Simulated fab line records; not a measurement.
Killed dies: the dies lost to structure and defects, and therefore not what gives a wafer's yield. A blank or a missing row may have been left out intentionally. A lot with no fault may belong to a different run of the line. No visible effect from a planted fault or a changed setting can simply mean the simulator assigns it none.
Which tool did it? || flow nand harc || Sampling: 11 lots, 33 wafers, 6 of 1302 route steps

## WHAT THE GAUGES READ, wafer by wafer
NHARC_END_SORT_01. Usual: killed at array 56, standard deviation 20; killed at other 0.9, standard deviation 1.1; killed at periphery 3.7, standard deviation 3; killed dies 61, standard deviation 21; killed open 2.9, standard deviation 1.6; killed short 2.6, standard deviation 1.4.
{"lot": "L253", "measured": "day 30 22:01", "on": "prober-01", "killed at array": "669 673 667", "killed at other": "3 1 4", "killed at periphery": "5 3 6", "killed dies": "677 677 677", "killed open": "2 6 4", "killed short": "0 2 2", "flag": "OFF"}
{"lot": "L252", "measured": "day 31 04:50", "on": "prober-02", "killed at array": "673 675 675", "killed at other": "0 0 0", "killed at periphery": "4 2 2", "killed dies": "677 677 677", "killed open": "2 1 2", "killed short": "3 3 3", "flag": "OFF"}
{"lot": "L254", "measured": "day 31 20:28", "on": "prober-01", "killed at array": 106, "killed at other": 0, "killed at periphery": 1, "killed dies": 107, "killed open": 2, "killed short": 2, "flag": ""}

## WHAT TOOL EACH LOT RAN ON (gives the tool, then ch and the chambers of the sampled wafers, and finally the start)
{"lot": "L237", "NHARC_A_CHANNEL_HOLE_D1_ETCH_24": "har etch-01 ch 0,1, day 8 08:35", "NHARC_A_CHANNEL_HOLE_D1_ETCH_25": "har etch-01 ch 0,1, day 8 09:22", "NHARC_A_CHANNEL_FILL_D1_CVD_09": "lpcvd poly-03 ch 0, day 10 12:11", "NHARC_A_CHANNEL_FILL_D1_CMP_10": "cmp-04 ch 2,3, day 10 15:24", "NHARC_A_DECK1_JOINT_ETCHBACK_07": "rie si-04 ch 1,2,3, day 10 15:53"}
{"lot": "L238", "NHARC_A_CHANNEL_HOLE_D1_ETCH_24": "har etch-01 ch 0,1, day 9 05:58", "NHARC_A_CHANNEL_HOLE_D1_ETCH_25": "har etch-01 ch 0,1, day 9 06:44", "NHARC_A_CHANNEL_FILL_D1_CVD_09": "lpcvd poly-04 ch 0, day 11 08:00", "NHARC_A_CHANNEL_FILL_D1_CMP_10": "cmp-02 ch 0,1,3, day 11 11:13", "NHARC_A_DECK1_JOINT_ETCHBACK_07": "rie si-05 ch 0,1,3, day 11 11:41"}
{"lot": "L240", "NHARC_A_CHANNEL_HOLE_D1_ETCH_24": "har etch-02 ch 0,1, day 9 21:38", "NHARC_A_CHANNEL_HOLE_D1_ETCH_25": "har etch-02 ch 0,1, day 9 22:25", "NHARC_A_CHANNEL_FILL_D1_CVD_09": "lpcvd poly-04 ch 0, day 12 00:17", "NHARC_A_CHANNEL_FILL_D1_CMP_10": "cmp-02 ch 1,2,3, day 12 03:29", "NHARC_A_DECK1_JOINT_ETCHBACK_07": "rie si-05 ch 1,2, day 12 03:55"}
{"lot": "L241", "NHARC_A_CHANNEL_HOLE_D1_ETCH_24": "har etch-01 ch 0,1, day 10 05:32", "NHARC_A_CHANNEL_HOLE_D1_ETCH_25": "har etch-01 ch 0,1, day 10 06:19", "NHARC_A_CHANNEL_FILL_D1_CVD_09": "lpcvd poly-02 ch 0, day 12 06:44", "NHARC_A_CHANNEL_FILL_D1_CMP_10": "cmp-02 ch 0,2,3, day 12 09:55", "NHARC_A_DECK1_JOINT_ETCHBACK_07": "rie si-04 ch 0,1,3, day 12 10:23"}
{"lot": "L253", "NHARC_A_CHANNEL_HOLE_D1_ETCH_24": "har etch-01 ch 0,1, day 15 09:05", "NHARC_A_CHANNEL_HOLE_D1_ETCH_25": "har etch-01 ch 0,1, day 15 09:52", "NHARC_A_CHANNEL_FILL_D1_CVD_09": "lpcvd poly-04, day 17 10:02", "NHARC_A_CHANNEL_FILL_D1_CMP_10": "cmp-01 ch 1,2, day 17 13:14", "NHARC_A_DECK1_JOINT_ETCHBACK_07": "-"}
{"lot": "L252", "NHARC_A_CHANNEL_HOLE_D1_ETCH_24": "har etch-02 ch 0,1, day 15 10:56", "NHARC_A_CHANNEL_HOLE_D1_ETCH_25": "har etch-02 ch 0,1, day 15 11:43", "NHARC_A_CHANNEL_FILL_D1_CVD_09": "lpcvd poly-04, day 17 10:02", "NHARC_A_CHANNEL_FILL_D1_CMP_10": "cmp-02 ch 0,3, day 17 13:16", "NHARC_A_DECK1_JOINT_ETCHBACK_07": "-"}
{"lot": "L254", "NHARC_A_CHANNEL_HOLE_D1_ETCH_24": "har etch-02 ch 0,1, day 15 23:06", "NHARC_A_CHANNEL_HOLE_D1_ETCH_25": "har etch-02 ch 0,1, day 15 23:52", "NHARC_A_CHANNEL_FILL_D1_CVD_09": "lpcvd poly-04 ch 0, day 18 03:50", "NHARC_A_CHANNEL_FILL_D1_CMP_10": "cmp-01 ch 1,2,3, day 18 07:02", "NHARC_A_DECK1_JOINT_ETCHBACK_07": "rie si-03 ch 1,2, day 18 07:28"}
{"lot": "L256", "NHARC_A_CHANNEL_HOLE_D1_ETCH_24": "har etch-01 ch 0,1, day 16 22:43", "NHARC_A_CHANNEL_HOLE_D1_ETCH_25": "har etch-01 ch 0,1, day 16 23:32", "NHARC_A_CHANNEL_FILL_D1_CVD_09": "lpcvd poly-04 ch 0, day 19 03:17", "NHARC_A_CHANNEL_FILL_D1_CMP_10": "cmp-04 ch 0,3, day 19 06:28", "NHARC_A_DECK1_JOINT_ETCHBACK_07": "rie si-05 ch 0,1,3, day 19 06:56"}
{"lot": "L257", "NHARC_A_CHANNEL_HOLE_D1_ETCH_24": "har etch-01 ch 0,1, day 17 02:46", "NHARC_A_CHANNEL_HOLE_D1_ETCH_25": "har etch-01 ch 0,1, day 17 03:32", "NHARC_A_CHANNEL_FILL_D1_CVD_09": "lpcvd poly-04 ch 0, day 19 03:17", "NHARC_A_CHANNEL_FILL_D1_CMP_10": "cmp-02 ch 1,2,3, day 19 06:31", "NHARC_A_DECK1_JOINT_ETCHBACK_07": "rie si-03 ch 0,1,3, day 19 06:58"}
{"lot": "L258", "NHARC_A_CHANNEL_HOLE_D1_ETCH_24": "har etch-02 ch 0,1, day 17 15:03", "NHARC_A_CHANNEL_HOLE_D1_ETCH_25": "har etch-02 ch 0,1, day 17 15:49", "NHARC_A_CHANNEL_FILL_D1_CVD_09": "lpcvd poly-02 ch 0, day 19 16:05", "NHARC_A_CHANNEL_FILL_D1_CMP_10": "cmp-01 ch 0,1,3, day 19 19:14", "NHARC_A_DECK1_JOINT_ETCHBACK_07": "rie si-05 ch 1,2,3, day 19 19:43"}
{"lot": "L260", "NHARC_A_CHANNEL_HOLE_D1_ETCH_24": "har etch-01 ch 0,1, day 18 04:16", "NHARC_A_CHANNEL_HOLE_D1_ETCH_25": "har etch-01 ch 0,1, day 18 05:03", "NHARC_A_CHANNEL_FILL_D1_CVD_09": "lpcvd poly-03 ch 0, day 20 04:11", "NHARC_A_CHANNEL_FILL_D1_CMP_10": "cmp-04 ch 0,1,3, day 20 07:25", "NHARC_A_DECK1_JOINT_ETCHBACK_07": "rie si-03 ch 0,2, day 20 07:53"}
- NHARC_A_CHANNEL_HOLE_D1_ETCH_24: etches the open film in C4F8/O2/Ar, time 906.2 s, target depth 1500 nm.
- NHARC_A_CHANNEL_HOLE_D1_ETCH_25: etches the open film in C4F8/O2/Ar, time 1040.2 s, target depth 1500 nm.
- NHARC_A_CHANNEL_FILL_D1_CVD_09: deposits poly-Si, target thk 150 nm, time 3000 s.
- NHARC_A_CHANNEL_FILL_D1_CMP_10: polishes, target thk 150 nm.
- NHARC_A_DECK1_JOINT_ETCHBACK_07: etches the open film in HBr, target depth 105 nm, time 26.9 s.

## WHAT THE TOOLS THEMSELVES READ (means of the sampled wafers that have a number; where no wafer has one, the mark that the record gives instead)
NHARC_A_CHANNEL_HOLE_D1_ETCH_24. Usual: drypump motor current A 5.61 A, standard deviation 0.28; he backside leak sccm 6.1 sccm, standard deviation 1.1; showerhead plenum p Torr 3.57 Torr, standard deviation 0.15; throttle valve pct 32.236 %, standard deviation 0.0095.
{"lot": "L237", "tool": "har etch-01", "drypump motor current A (A)": 5.53, "he backside leak sccm (sccm)": 5.1, "showerhead plenum p Torr (Torr)": 3.65, "throttle valve pct (%)": 32.241, "flag": ""}
{"lot": "L238", "tool": "har etch-01", "drypump motor current A (A)": 5.53, "he backside leak sccm (sccm)": 5.1, "showerhead plenum p Torr (Torr)": 3.65, "throttle valve pct (%)": 32.233, "flag": ""}
{"lot": "L240", "tool": "har etch-02", "drypump motor current A (A)": 5.85, "he backside leak sccm (sccm)": 7.5, "showerhead plenum p Torr (Torr)": 3.51, "throttle valve pct (%)": 32.236, "flag": ""}
{"lot": "L241", "tool": "har etch-01", "drypump motor current A (A)": 5.36, "he backside leak sccm (sccm)": 5.5, "showerhead plenum p Torr (Torr)": 3.55, "throttle valve pct (%)": 32.239, "flag": ""}
{"lot": "L253", "tool": "har etch-01", "drypump motor current A (A)": 5.54, "he backside leak sccm (sccm)": 5.6, "showerhead plenum p Torr (Torr)": 3.60, "throttle valve pct (%)": 32.236, "flag": ""}
{"lot": "L252", "tool": "har etch-02", "drypump motor current A (A)": 5.86, "he backside leak sccm (sccm)": 7.6, "showerhead plenum p Torr (Torr)": 3.48, "throttle valve pct (%)": 32.244, "flag": ""}
{"lot": "L254", "tool": "har etch-02", "drypump motor current A (A)": 5.86, "he backside leak sccm (sccm)": 8.0, "showerhead plenum p Torr (Torr)": 3.47, "throttle valve pct (%)": 32.236, "flag": ""}
{"lot": "L256", "tool": "har etch-01", "drypump motor current A (A)": 5.36, "he backside leak sccm (sccm)": 5.7, "showerhead plenum p Torr (Torr)": 3.50, "throttle valve pct (%)": 32.242, "flag": ""}
{"lot": "L257", "tool": "har etch-01", "drypump motor current A (A)": 5.53, "he backside leak sccm (sccm)": 5.7, "showerhead plenum p Torr (Torr)": 3.59, "throttle valve pct (%)": 32.223, "flag": ""}
{"lot": "L258", "tool": "har etch-02", "drypump motor current A (A)": 5.84, "he backside leak sccm (sccm)": 4.8, "showerhead plenum p Torr (Torr)": 3.93, "throttle valve pct (%)": 32.242, "flag": ""}
{"lot": "L260", "tool": "har etch-01", "drypump motor current A (A)": 5.35, "he backside leak sccm (sccm)": 5.9, "showerhead plenum p Torr (Torr)": 3.49, "throttle valve pct (%)": 32.233, "flag": ""}

NHARC_A_CHANNEL_HOLE_D1_ETCH_25. Usual: drypump motor current A 5.62 A, standard deviation 0.29; he backside leak sccm 6.2 sccm, standard deviation 1.3; showerhead plenum p Torr 3.57 Torr, standard deviation 0.15; throttle valve pct 32.235 %, standard deviation 0.0093.
{"lot": "L237", "tool": "har etch-01", "drypump motor current A (A)": 5.53, "he backside leak sccm (sccm)": 5.2, "showerhead plenum p Torr (Torr)": 3.65, "throttle valve pct (%)": 32.241, "flag": ""}
{"lot": "L238", "tool": "har etch-01", "drypump motor current A (A)": 5.53, "he backside leak sccm (sccm)": 5.3, "showerhead plenum p Torr (Torr)": 3.65, "throttle valve pct (%)": 32.243, "flag": ""}
{"lot": "L240", "tool": "har etch-02", "drypump motor current A (A)": 5.86, "he backside leak sccm (sccm)": 7.5, "showerhead plenum p Torr (Torr)": 3.51, "throttle valve pct (%)": 32.244, "flag": ""}
{"lot": "L241", "tool": "har etch-01", "drypump motor current A (A)": 5.36, "he backside leak sccm (sccm)": 5.5, "showerhead plenum p Torr (Torr)": 3.55, "throttle valve pct (%)": 32.231, "flag": ""}
{"lot": "L253", "tool": "har etch-01", "drypump motor current A (A)": 5.55, "he backside leak sccm (sccm)": 5.6, "showerhead plenum p Torr (Torr)": 3.60, "throttle valve pct (%)": 32.240, "flag": ""}
{"lot": "L252", "tool": "har etch-02", "drypump motor current A (A)": 5.85, "he backside leak sccm (sccm)": 7.9, "showerhead plenum p Torr (Torr)": 3.48, "throttle valve pct (%)": 32.233, "flag": ""}
{"lot": "L254", "tool": "har etch-02", "drypump motor current A (A)": 5.85, "he backside leak sccm (sccm)": 8.0, "showerhead plenum p Torr (Torr)": 3.47, "throttle valve pct (%)": 32.234, "flag": ""}
{"lot": "L256", "tool": "har etch-01", "drypump motor current A (A)": 5.37, "he backside leak sccm (sccm)": 5.6, "showerhead plenum p Torr (Torr)": 3.50, "throttle valve pct (%)": 32.233, "flag": ""}
{"lot": "L257", "tool": "har etch-01", "drypump motor current A (A)": 5.54, "he backside leak sccm (sccm)": 5.5, "showerhead plenum p Torr (Torr)": 3.59, "throttle valve pct (%)": 32.239, "flag": ""}
{"lot": "L258", "tool": "har etch-02", "drypump motor current A (A)": 5.85, "he backside leak sccm (sccm)": 4.7, "showerhead plenum p Torr (Torr)": 3.93, "throttle valve pct (%)": 32.237, "flag": ""}
{"lot": "L260", "tool": "har etch-01", "drypump motor current A (A)": 5.36, "he backside leak sccm (sccm)": 5.8, "showerhead plenum p Torr (Torr)": 3.49, "throttle valve pct (%)": 32.238, "flag": ""}

NHARC_A_CHANNEL_FILL_D1_CVD_09. Usual: pressure mtorr 199.8 mTorr, standard deviation 0.41; run length s 3001.5 s, standard deviation 0.25; zone power lower pct 9.34 %, standard deviation 0.28.
{"lot": "L237", "tool": "lpcvd poly-03", "pressure mtorr (mTorr)": 200.4, "run length s (s)": 3001.6, "zone power lower pct (%)": 9.63, "flag": ""}
{"lot": "L238", "tool": "lpcvd poly-04", "pressure mtorr (mTorr)": 200.0, "run length s (s)": 3001.7, "zone power lower pct (%)": 9.24, "flag": ""}
{"lot": "L240", "tool": "lpcvd poly-04", "pressure mtorr (mTorr)": 200.1, "run length s (s)": 3001.3, "zone power lower pct (%)": 9.27, "flag": ""}
{"lot": "L241", "tool": "lpcvd poly-02", "pressure mtorr (mTorr)": 199.7, "run length s (s)": 3001.3, "zone power lower pct (%)": 8.82, "flag": ""}
{"lot": "L253", "tool": "lpcvd poly-04", "pressure mtorr (mTorr)": "-", "run length s (s)": "-", "zone power lower pct (%)": "-", "flag": "OFF"}
{"lot": "L252", "tool": "lpcvd poly-04", "pressure mtorr (mTorr)": "-", "run length s (s)": "-", "zone power lower pct (%)": "-", "flag": "OFF"}
{"lot": "L254", "tool": "lpcvd poly-04", "pressure mtorr (mTorr)": 199.5, "run length s (s)": 3001.4, "zone power lower pct (%)": 9.30, "flag": ""}
{"lot": "L256", "tool": "lpcvd poly-04", "pressure mtorr (mTorr)": 199.1, "run length s (s)": 3001.5, "zone power lower pct (%)": 9.38, "flag": ""}
{"lot": "L257", "tool": "lpcvd poly-04", "pressure mtorr (mTorr)": 199.4, "run length s (s)": 3001.3, "zone power lower pct (%)": 9.33, "flag": ""}
{"lot": "L258", "tool": "lpcvd poly-02", "pressure mtorr (mTorr)": 200.1, "run length s (s)": 3001.7, "zone power lower pct (%)": 8.74, "flag": ""}
{"lot": "L260", "tool": "lpcvd poly-03", "pressure mtorr (mTorr)": 199.9, "run length s (s)": 3001.1, "zone power lower pct (%)": 9.60, "flag": ""}

NHARC_A_CHANNEL_FILL_D1_CMP_10. Usual: motor current A 12.3 A, standard deviation 1.8; time to endpoint s 14 s, standard deviation 3.
{"lot": "L237", "tool": "cmp-04", "motor current A (A)": 12.6, "time to endpoint s (s)": 16, "flag": ""}
{"lot": "L238", "tool": "cmp-02", "motor current A (A)": 12.5, "time to endpoint s (s)": 11, "flag": ""}
{"lot": "L240", "tool": "cmp-02", "motor current A (A)": 11.0, "time to endpoint s (s)": 16, "flag": ""}
{"lot": "L241", "tool": "cmp-02", "motor current A (A)": 11.7, "time to endpoint s (s)": 14, "flag": ""}
{"lot": "L253", "tool": "cmp-01", "motor current A (A)": 11.8, "time to endpoint s (s)": 9, "flag": ""}
{"lot": "L252", "tool": "cmp-02", "motor current A (A)": 11.9, "time to endpoint s (s)": 3, "flag": "OFF"}
{"lot": "L254", "tool": "cmp-01", "motor current A (A)": 11.9, "time to endpoint s (s)": 16, "flag": ""}
{"lot": "L256", "tool": "cmp-04", "motor current A (A)": 11.0, "time to endpoint s (s)": 12, "flag": ""}
{"lot": "L257", "tool": "cmp-02", "motor current A (A)": 11.1, "time to endpoint s (s)": 16, "flag": ""}
{"lot": "L258", "tool": "cmp-01", "motor current A (A)": 11.7, "time to endpoint s (s)": 13, "flag": ""}
{"lot": "L260", "tool": "cmp-04", "motor current A (A)": 12.7, "time to endpoint s (s)": 14, "flag": ""}

NHARC_A_DECK1_JOINT_ETCHBACK_07. Usual: bias w 59.99 W, standard deviation 0.18; drypump motor current A 5.81 A, standard deviation 0.28; he backside leak sccm 2.75 sccm, standard deviation 0.26; oes product au 0.994 a.u., standard deviation 0.01; rf fwd power W 343.5 W, standard deviation 2.1; throttle valve pct 23.265 %, standard deviation 0.0095.
{"lot": "L237", "tool": "rie si-04", "bias w (W)": 59.97, "drypump motor current A (A)": 6.20, "he backside leak sccm (sccm)": 2.66, "oes product au (a.u.)": 0.995, "rf fwd power W (W)": 343.4, "throttle valve pct (%)": 23.261, "flag": ""}
{"lot": "L238", "tool": "rie si-05", "bias w (W)": 60.12, "drypump motor current A (A)": 5.75, "he backside leak sccm (sccm)": 2.89, "oes product au (a.u.)": 1.000, "rf fwd power W (W)": 344.5, "throttle valve pct (%)": 23.269, "flag": ""}
{"lot": "L240", "tool": "rie si-05", "bias w (W)": 60.03, "drypump motor current A (A)": 6.11, "he backside leak sccm (sccm)": 2.34, "oes product au (a.u.)": 0.998, "rf fwd power W (W)": 342.4, "throttle valve pct (%)": 23.268, "flag": ""}
{"lot": "L241", "tool": "rie si-04", "bias w (W)": 59.95, "drypump motor current A (A)": 6.04, "he backside leak sccm (sccm)": 2.70, "oes product au (a.u.)": 0.993, "rf fwd power W (W)": 343.2, "throttle valve pct (%)": 23.256, "flag": ""}
{"lot": "L254", "tool": "rie si-03", "bias w (W)": 59.82, "drypump motor current A (A)": 5.61, "he backside leak sccm (sccm)": 2.83, "oes product au (a.u.)": 0.995, "rf fwd power W (W)": 342.6, "throttle valve pct (%)": 23.265, "flag": ""}
{"lot": "L256", "tool": "rie si-05", "bias w (W)": 59.99, "drypump motor current A (A)": 5.74, "he backside leak sccm (sccm)": 2.94, "oes product au (a.u.)": 0.997, "rf fwd power W (W)": 343.5, "throttle valve pct (%)": 23.266, "flag": ""}
{"lot": "L257", "tool": "rie si-03", "bias w (W)": 59.95, "drypump motor current A (A)": 5.72, "he backside leak sccm (sccm)": 2.81, "oes product au (a.u.)": 0.990, "rf fwd power W (W)": 344.3, "throttle valve pct (%)": 23.264, "flag": ""}
{"lot": "L258", "tool": "rie si-05", "bias w (W)": 59.92, "drypump motor current A (A)": 5.94, "he backside leak sccm (sccm)": 2.75, "oes product au (a.u.)": 1.004, "rf fwd power W (W)": 343.6, "throttle valve pct (%)": 23.270, "flag": ""}
{"lot": "L260", "tool": "rie si-03", "bias w (W)": 59.84, "drypump motor current A (A)": 5.52, "he backside leak sccm (sccm)": 2.72, "oes product au (a.u.)": 0.984, "rf fwd power W (W)": 343.4, "throttle valve pct (%)": 23.267, "flag": ""}

## THE ANSWER, worked out from the rows above alone
Rule: take the mean of a lot's wafers that have a number; if it is more than 3 standard deviations from the usual mean, the lot is off. Also off: a lot with no number at a reading for which 4 or more lots have one. All remaining lots with rows at the step are treated as sound. After the gauges, taken in route order, come the tools' own readings; for these a lot's mean is taken, as printed above. The first step at which some lot is off is used, and at that step the reading that is off furthest; a lot without a number counts as furthest.
Off, at NHARC_END_SORT_01 on killed at array: L253, L252. Neither off nor sound, because the step has no rows for them: L237, L238, L240, L241, L256, L257, L258, L260.
If a tool, at a process step before that reading, ran all the lots that are off and no sound lot after the first of them, it fits. The gauges at NHARC_END_SORT_01 aren't tried: what is off there is off at NHARC_A_CHANNEL_FILL_D1_CVD_09 too, on other tools, and a gauge's error can't cause that. None of those tried fits.

## WHAT WAS PUT IN BY THE SIMULATOR
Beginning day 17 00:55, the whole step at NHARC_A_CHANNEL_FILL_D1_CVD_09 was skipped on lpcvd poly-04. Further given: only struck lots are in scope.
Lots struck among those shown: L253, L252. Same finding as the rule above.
